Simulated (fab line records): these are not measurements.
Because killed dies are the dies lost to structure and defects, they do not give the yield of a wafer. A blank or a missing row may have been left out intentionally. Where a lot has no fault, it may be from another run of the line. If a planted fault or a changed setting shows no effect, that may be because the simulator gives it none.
fab line records    flow nand_harc    part 2 of 2: steps 5 to 6 of 6
[record] lots = 23  wafers = 69  last_day = 24
route steps=1159 shown A_CHANNEL_FILL_D1@508 A_STAIRCASE@531
lots untouched by any fault: they come from a run of this same line in which no faults occurred
start_h: hours from the record's opening day to when the first of the lot's shown wafers began    wait_h: hours from the lot's prior step to this one    " the same as in the row above    L1.1+2: one row covering several wafers at once    - no value, or no start was given    * or withheld: withheld    < > ~ a bound
route shown NAME@n: a module of which the file shows steps, and the number in the route of the first    usual: the fault-free wafers' mean and standard deviation    same: alike in all rows    chamber/n: place in a boat    sites: per-site readings    _std_site: the values' standard deviation    _edge_site: inner sites' mean taken away from outer sites' mean    radius_mm: for every site, how far away it sits from the centre of the wafer    mask NAME#n: copy n    behind: tool/chamber where the wafer was last shaped    hold: reason for holding the lot/hours on hold/outcome of the hold    device: transistor that didn't switch, given as n, p or np    end of line: the tests these same wafers got at the end of their route    where a step has no rows: the recipe by itself    killed: at the first sort, the dies lost to defects and structure; wafer yield is something else    map: shows each die of a wafer: x if killed, . if not, _ if none is there
set.NAME: the setting that was run; set.NAME@STEP: the one run at that earlier step    model.NAME: the simulator's own value behind a step, which no gauge read
one table for each step of the route and one row for each wafer, over a sample of lots
services: the hour from which a tool's chamber was out of use, counted from the record's first day as start_h (under 0 if before that day), plus the number of hours and why
[[steps]]
[step NHARC_A_STAIRCASE_TRIM_24]
[recipe] time_s = 211.2  o2_flow_sccm = 500  ar_flow_sccm = 0  bias_w = 0  chemistry = O2
[usual] drypump_motor_current_A = 5.6/0.37  o2_flow_sccm = 500.1/1.5  oes_product_au = 0.997/0.014  rf_vpp_V = 57.8/0.88  showerhead_plenum_p_Torr = 3.51/0.12  throttle_valve_pct = 17.038/0.0093
lot.wafer  tool         chamber  start_h  wait_h  drypump_motor_current_A  o2_flow_sccm  oes_product_au  rf_hours_counter_h  rf_vpp_V  showerhead_plenum_p_Torr  throttle_valve_pct
L074.1     rie_diel-12  3        -        -       5.3                      500.8         1.012           1                   57.5      3.61                      17.029
L074.3     "            2        "        "       6.1                      498.6         0.987           2                   59.7      3.71                      17.032
L074.5     "            3        "        "       5.3                      502.0         1.009           -                   57.4      3.61                      17.039
L075.3     rie_diel-02  2        -        -       5.4                      498.7         1.007           36                  57.1      3.42                      17.048
L075.2     "            0        "        "       5.8                      500.3         1.000           36                  58.4      3.41                      17.029
L075.1     "            1        "        "       6.0                      499.1         0.992           31                  57.8      3.31                      17.036
L077.1     rie_diel-03  0        -        -       5.1                      498.2         1.016           12                  58.2      3.51                      17.047
L077.2     "            2        "        "       5.2                      500.3         1.015           12                  58.4      3.64                      17.044
L077.3     "            3        "        "       6.0                      499.5         1.010           14                  56.1      3.50                      17.029
L076.2     rie_diel-03  3        -        -       6.0                      499.6         1.011           14                  57.2      3.50                      17.044
L076.3     "            0        "        "       5.1                      500.8         1.013           12                  57.3      3.51                      17.048
L076.6     "            2        "        "       5.2                      501.9         1.029           -                   59.0      3.64                      17.046
L078.1     rie_diel-12  2        -        -       6.1                      500.1         0.980           17                  59.5      3.70                      17.022
L078.4     "            0        "        "       5.6                      501.6         0.974           16                  59.5      3.62                      17.033
L078.6     "            1        "        "       5.9                      500.0         1.000           -                   57.1      3.41                      17.041
L079.3     rie_diel-12  3        -        -       5.4                      497.9         1.010           18                  57.5      3.60                      17.033
L079.4     "            0        "        "       5.6                      500.0         0.975           20                  57.8      3.62                      17.032
L079.6     "            2        "        "       6.1                      499.3         0.986           -                   59.0      3.70                      17.032
L080.4     rie_diel-02  3        -        -       5.2                      502.4         1.004           44                  58.1      3.47                      17.035
L080.1     "            0        "        "       5.8                      497.3         0.991           45                  57.7      3.40                      17.052
L080.5     "            3        "        "       5.2                      501.0         0.999           -                   58.7      3.47                      17.031
L082.2     rie_diel-02  2        -        -       5.4                      499.3         0.985           45                  58.4      3.42                      17.041
L082.6     "            3        "        "       5.2                      499.2         0.998           -                   60.5      3.47                      17.034
L082.5     "            0        "        "       5.8                      503.4         0.994           -                   57.2      3.40                      17.030
L081.1     rie_diel-02  2        -        -       5.3                      501.2         0.991           49                  56.4      3.41                      17.050
L081.4     "            3        "        "       5.2                      502.2         1.009           50                  58.7      3.47                      17.028
L081.2     "            0        "        "       5.8                      500.5         1.006           50                  56.1      3.40                      17.025
L084.4     rie_diel-02  0        -        -       5.8                      502.3         1.003           54                  56.5      3.40                      17.051
L084.3     "            1        "        "       6.0                      502.1         1.002           48                  56.6      3.30                      17.046
L084.5     "            3        "        "       5.2                      501.3         0.998           -                   58.2      3.47                      17.047
L085.2     rie_diel-12  0        -        -       5.6                      500.9         0.966           31                  58.4      3.61                      17.034
L085.3     "            3        "        "       5.3                      497.6         0.997           28                  57.9      3.59                      17.049
L085.6     "            1        "        "       5.9                      499.2         0.983           -                   57.8      3.40                      17.043
L086.2     rie_diel-02  3        -        -       5.2                      496.7         1.011           53                  57.2      3.47                      17.042
L086.3     "            2        "        "       5.3                      501.9         0.995           55                  58.2      3.41                      17.041
L086.5     "            0        "        "       5.9                      498.8         1.002           -                   58.1      3.39                      17.043
L083.4     rie_diel-12  2        -        -       6.1                      499.8         0.982           34                  57.2      3.69                      17.041
L083.5     "            0        "        "       5.6                      499.1         0.984           -                   57.5      3.61                      17.033
L083.6     "            1        "        "       5.9                      499.0         0.998           -                   56.9      3.40                      17.033
L089.1     rie_diel-12  3        -        -       5.3                      499.5         1.003           36                  57.6      3.59                      17.036
L089.4     "            0        "        "       5.6                      501.8         0.980           41                  58.6      3.60                      17.031
L089.3     "            2        "        "       6.1                      499.5         0.983           39                  58.1      3.69                      17.035
L088.2     rie_diel-12  3        -        -       5.3                      500.6         0.983           36                  57.6      3.59                      17.033
L088.4     "            1        "        "       5.9                      499.3         0.995           42                  56.2      3.40                      17.048
L088.1     "            2        "        "       6.1                      501.9         0.972           39                  59.2      3.69                      17.042
L090.4     rie_diel-12  1        -        -       5.9                      499.5         1.002           50                  58.0      3.39                      17.052
L090.5     "            3        "        "       5.3                      499.4         0.998           -                   58.6      3.58                      17.029
L090.6     "            0        "        "       5.6                      498.4         0.989           -                   58.8      3.60                      17.056
L092.4     rie_diel-02  1        -        -       6.0                      498.9         0.995           3                   56.9      3.30                      17.052
L092.5     "            1        "        "       6.0                      501.0         0.985           -                   56.0      3.30                      17.037
L092.6     "            2        "        "       5.4                      500.8         0.979           -                   57.8      3.40                      17.032
L093.3     rie_diel-03  1        -        -       4.9                      500.9         1.001           43                  58.3      3.58                      17.045
L093.2     "            2        "        "       5.2                      499.2         1.014           49                  57.6      3.62                      17.054
L093.1     "            0        "        "       5.1                      501.4         0.995           45                  57.9      3.49                      17.040
L091.4     rie_diel-12  3        -        -       5.3                      503.5         0.998           45                  56.6      3.58                      17.029
L091.2     "            2        "        "       6.1                      499.7         0.978           49                  56.2      3.69                      17.040
L091.5     "            3        "        "       5.3                      501.8         0.997           -                   58.1      3.58                      17.040
L094.3     rie_diel-02  1        -        -       6.0                      499.4         1.005           6                   56.7      3.29                      17.034
L094.1     "            2        "        "       5.3                      499.3         0.987           6                   56.5      3.40                      17.040
L094.2     "            3        "        "       5.2                      503.4         1.026           5                   57.3      3.46                      17.010
L095.3     rie_diel-02  2        -        -       5.3                      498.3         0.992           11                  59.3      3.40                      17.026
L095.4     "            0        "        "       5.8                      498.1         1.017           10                  56.7      3.38                      17.047
L095.6     "            2        "        "       5.4                      499.5         0.985           -                   58.0      3.40                      17.019
L097.1     rie_diel-12  2        -        -       6.1                      499.5         0.983           57                  56.5      3.68                      17.050
L097.4     "            3        "        "       5.3                      501.2         1.017           55                  58.2      3.58                      17.016
L097.5     "            2        "        "       6.1                      499.1         0.990           -                   58.6      3.68                      17.045
L096.4     rie_diel-12  1        -        -       5.9                      502.3         1.001           60                  57.1      3.39                      17.042
L096.1     "            3        "        "       5.3                      498.6         1.016           56                  57.7      3.58                      17.034
L096.6     "            1        "        "       5.9                      499.7         0.993           -                   57.2      3.39                      17.038
[step NHARC_A_STAIRCASE_STRIP_175]
[recipe] power_w = 1500  temp_c = 250  chemistry = O2
[usual] drypump_motor_current_A = 5.3/0.4  heater_power_w = 341/20
lot.wafer  tool             chamber  start_h  wait_h  drypump_motor_current_A  heater_power_w  rf_hours_counter_h
L074.1     plasma_asher-02  1        218.22   0.1     5.8                      321             9
L074.3     "                0        "        "       4.8                      370             -
L074.5     "                1        "        "       5.8                      317             -
L075.2     plasma_asher-01  0        247.11   0.1     5.6                      355             46
L075.1     "                1        "        "       5.2                      327             46
L075.3     "                1        "        "       5.2                      320             -
L077.2     plasma_asher-01  1        257.73   0.1     5.2                      324             50
L077.1     "                0        "        "       5.7                      355             50
L077.3     "                1        "        "       5.2                      327             -
L076.2     plasma_asher-02  0        257.79   0.1     4.8                      367             22
L076.3     "                0        "        "       4.8                      366             -
L076.6     "                1        "        "       5.8                      329             -
L078.1     plasma_asher-01  1        259.06   0.1     5.2                      329             50
L078.4     "                0        "        "       5.7                      354             -
L078.6     "                1        "        "       5.2                      324             -
L079.3     plasma_asher-01  0        266.89   0.2     5.7                      356             -
L079.4     "                1        "        "       5.2                      334             -
L079.6     "                1        "        "       5.2                      315             -
L080.1     plasma_asher-02  1        271.92   0.1     5.8                      327             27
L080.4     "                0        "        "       4.8                      372             -
L080.5     "                0        "        "       4.8                      368             -
L082.2     plasma_asher-02  0        276.22   0.1     4.8                      367             28
L082.6     "                0        "        "       4.8                      376             -
L082.5     "                1        "        "       5.7                      314             -
L081.1     plasma_asher-01  1        287.36   0.1     5.2                      331             1
L081.2     "                0        "        "       5.7                      341             1
L081.4     "                0        "        "       5.7                      341             -
L084.3     plasma_asher-02  1        300.03   0.2     5.8                      320             -
L084.4     "                0        "        "       4.8                      374             -
L084.5     "                1        "        "       5.8                      320             -
L085.2     plasma_asher-02  0        300.26   0.2     4.8                      372             40
L085.3     "                0        "        "       4.8                      376             -
L085.6     "                0        "        "       4.8                      370             -
L086.2     plasma_asher-02  1        307.79   0.1     5.8                      320             42
L086.3     "                0        "        "       4.8                      373             -
L086.5     "                1        "        "       5.8                      320             -
L083.4     plasma_asher-02  1        310.77   0.2     5.8                      322             -
L083.6     "                1        "        "       5.8                      322             -
L083.5     "                0        "        "       4.8                      363             -
L089.1     plasma_asher-02  1        323.62   0.1     5.7                      317             47
L089.3     "                0        "        "       4.8                      375             -
L089.4     "                1        "        "       5.7                      316             -
L088.1     plasma_asher-02  0        324.26   0.1     4.8                      363             47
L088.2     "                1        "        "       5.7                      324             47
L088.4     "                1        "        "       5.7                      332             -
L090.4     plasma_asher-01  0        344.01   0.2     5.7                      338             -
L090.5     "                1        "        "       5.2                      321             -
L090.6     "                0        "        "       5.7                      344             -
L092.4     plasma_asher-01  1        346.70   0.2     5.2                      326             -
L092.5     "                0        "        "       5.7                      340             -
L092.6     "                1        "        "       5.2                      330             -
L093.1     plasma_asher-01  1        349.83   0.1     5.2                      322             21
L093.2     "                0        "        "       5.7                      333             21
L093.3     "                0        "        "       5.7                      330             -
L091.2     plasma_asher-02  0        350.12   0.1     4.8                      375             55
L091.4     "                1        "        "       5.8                      330             -
L091.5     "                1        "        "       5.8                      333             -
L094.2     plasma_asher-02  1        353.96   0.1     5.7                      320             57
L094.1     "                0        "        "       4.8                      378             57
L094.3     "                1        "        "       5.8                      322             -
L095.4     plasma_asher-01  0        374.15   0.2     5.6                      333             -
L095.3     "                1        "        "       5.2                      328             -
L095.6     "                1        "        "       5.2                      325             -
L097.1     plasma_asher-02  1        374.40   0.1     5.8                      337             1
L097.4     "                1        "        "       5.7                      334             -
L097.5     "                0        "        "       4.8                      346             -
L096.1     plasma_asher-01  1        377.37   0.1     5.2                      324             34
L096.4     "                0        "        "       5.7                      347             -
L096.6     "                1        "        "       5.2                      323             -
[[services]]
tool             chamber  start_h  hours  kind
plasma_asher-02  -        183.00   9.0    pm
rie_diel-02      0        184.36   -      clean
rie_diel-02      1        184.36   -      clean
rie_diel-02      2        184.36   -      clean
rie_diel-02      3        184.36   -      clean
rie_diel-01      -        188.09   1.9    repair
rie_diel-12      -        197.12   5.7    repair
rie_diel-12      -        202.83   9.0    pm
rie_diel-02      0        208.86   -      clean
rie_diel-02      1        208.86   -      clean
rie_diel-03      -        215.38   9.0    pm
rie_diel-01      1        271.79   3.1    repair
plasma_asher-01  -        276.29   9.0    pm
rie_diel-10      3        284.07   2.3    repair
rie_diel-02      3        287.61   5.5    repair
rie_diel-05      1        290.79   1.9    repair
rie_diel-01      -        314.80   9.0    pm
rie_diel-12      3        319.36   2.0    repair
rie_diel-02      -        327.86   9.0    pm
rie_diel-03      1        332.84   6.5    repair
rie_diel-12      1        337.97   1.2    repair
rie_diel-05      -        340.60   9.0    pm
rie_diel-10      -        353.64   9.0    pm
plasma_asher-02  -        360.00   9.0    pm
